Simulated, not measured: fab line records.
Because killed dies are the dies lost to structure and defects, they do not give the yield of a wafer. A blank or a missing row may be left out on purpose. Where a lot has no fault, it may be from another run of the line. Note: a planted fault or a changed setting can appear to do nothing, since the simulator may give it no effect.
Split-lot experiment | flow n5 finfet | 21 wafers read across 7 lots, on a route 1938 steps long

== ON THE SPLIT ==
At N5_BEOL_M12_COAT_58 (time 60 s, resist thk 89 nm), the setting spin rpm was moved away from the recipe's 1500 rpm on 6 of the 21 wafers read, by -4.1% to +11.2%. The other wafers ran this setting at the recipe's value.

== FROM SPLIT TO READING: 1 step shown by the file between the two ==
- N5_BEOL_M12_DESCUM_15: chemistry O2, time 7.9 s (also split here: time s)

== THE READING ==
etch.depth nm (the simulator's own value, which no gauge read), in nm, at N5_BEOL_M12_ETCH_59 (etches BARC in N2/H2, target depth 89 nm, overetch 26.7 nm, time 67.9 s). There is no usual value for it anywhere in the file. Average 88.95 nm, standard deviation 0.24 nm, over the 15 wafers here run with the recipe.

wafer  | tool, chamber at the split | spin rpm as run, rpm | against the recipe | etch.depth nm, nm | against lot-mates on the recipe
L080.1 | litho track-05, 0          | 1500                 | recipe             | 88.93             | -
L080.2 | litho track-05, 0          | 1500                 | recipe             | 88.87             | -
L080.5 | litho track-05, 0          | 1500                 | recipe             | 88.95             | -
L081.3 | litho track-05, 0          | 1500                 | recipe             | 88.86             | -
L081.4 | litho track-05, 0          | 1651                 | +10.1%             | 84.89             | -3.92
L081.6 | litho track-05, 0          | 1500                 | recipe             | 88.75             | -
L084.1 | litho track-04, 0          | 1500                 | recipe             | 89.06             | -
L084.4 | litho track-04, 0          | 1500                 | recipe             | 88.96             | -
L084.5 | litho track-04, 0          | 1500                 | recipe             | 88.81             | -
L088.1 | litho track-04, 0          | 1500                 | recipe             | 88.82             | -
L088.2 | litho track-04, 0          | 1439                 | -4.1%              | 90.66             | +1.97
L088.3 | litho track-04, 0          | 1500                 | recipe             | 88.56             | -
L091.1 | litho track-05, 0          | 1500                 | recipe             | 89.58             | -
L091.5 | litho track-05, 0          | 1668                 | +11.2%             | 84.77             | -4.70
L091.6 | litho track-05, 0          | 1500                 | recipe             | 89.35             | -
L093.1 | litho track-01, 0          | 1500                 | recipe             | 89.01             | -
L093.2 | litho track-01, 0          | 1500                 | recipe             | 88.7              | -
L093.5 | litho track-01, 0          | 1571                 | +4.7%              | 86.91             | -1.95
L095.3 | litho track-01, 0          | 1500                 | recipe             | 89.05             | -
L095.4 | litho track-01, 0          | 1654                 | +10.3%             | 84.62             | -4.43
L095.6 | litho track-01, 0          | 1654                 | +10.3%             | 84.75             | -4.30

FIT RESULTS
A straight line over all 21 wafers: etch.depth nm changes by -0.403 nm for each +1% of spin rpm; r = -0.99; the points scatter about the line by 0.24 nm.
The same after taking each lot's own level away (the mean of its wafers on the recipe; 21 wafers): -0.419 nm for each +1%; r = -1.00; scatter 0.13 nm.
That fit puts the effect of the largest move of spin rpm on the reading at 4.7 nm.
Measured against the standard deviation above, the lots' own levels, which go from 88.690 to 89.465 nm, span 3.2 times it.
The two slopes agree, so the slope changes little with the lot-to-lot level.
Check: with one of the wafers moved furthest among these (+11.2%) left out of the fit, the line predicts -4.67 nm for it against its lot-mates. Against them it came out at -4.7 nm.

== FURTHER SPLITS ON THESE WAFERS ==
Note: prior to the reading, these wafers also went through further splits. Each is held against what the fit with the lots' levels taken away leaves over:
other split on the same wafers | wafers away from the commonest value | r with etch.depth nm (lot level and that fit taken away)
N5_BEOL_M12_DESCUM_15 time s   | 8                                    | +0.05

== THE WHOLE CHAIN: every reading that the file lists as answering this split, in the file's order ==
step                 | what it does                                                            | reading                                                                          | change (the file's fit)               | r (the file's)
N5_BEOL_M12_COAT_58  | time 60 s, resist thk 89 nm                                             | BARC_of_BEOL_M12_COAT_58.thk nm (the simulator's own value, which no gauge read) | -0.414 nm for each +1% of the setting | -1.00
N5_BEOL_M12_ETCH_59  | etches BARC in N2/H2, target depth 89 nm, overetch 26.7 nm, time 67.9 s | etch.depth nm (the simulator's own value, which no gauge read)                   | -0.414 nm for each +1% of the setting | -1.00
N5_BEOL_M12_STRIP_64 | strips in N2/H2                                                         | strip time to endpoint s                                                         | withheld for each +1% of the setting  | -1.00

== FILE'S OWN FIT ==
etch.depth nm changes by -0.414 nm for each +1% of spin rpm, r = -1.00.
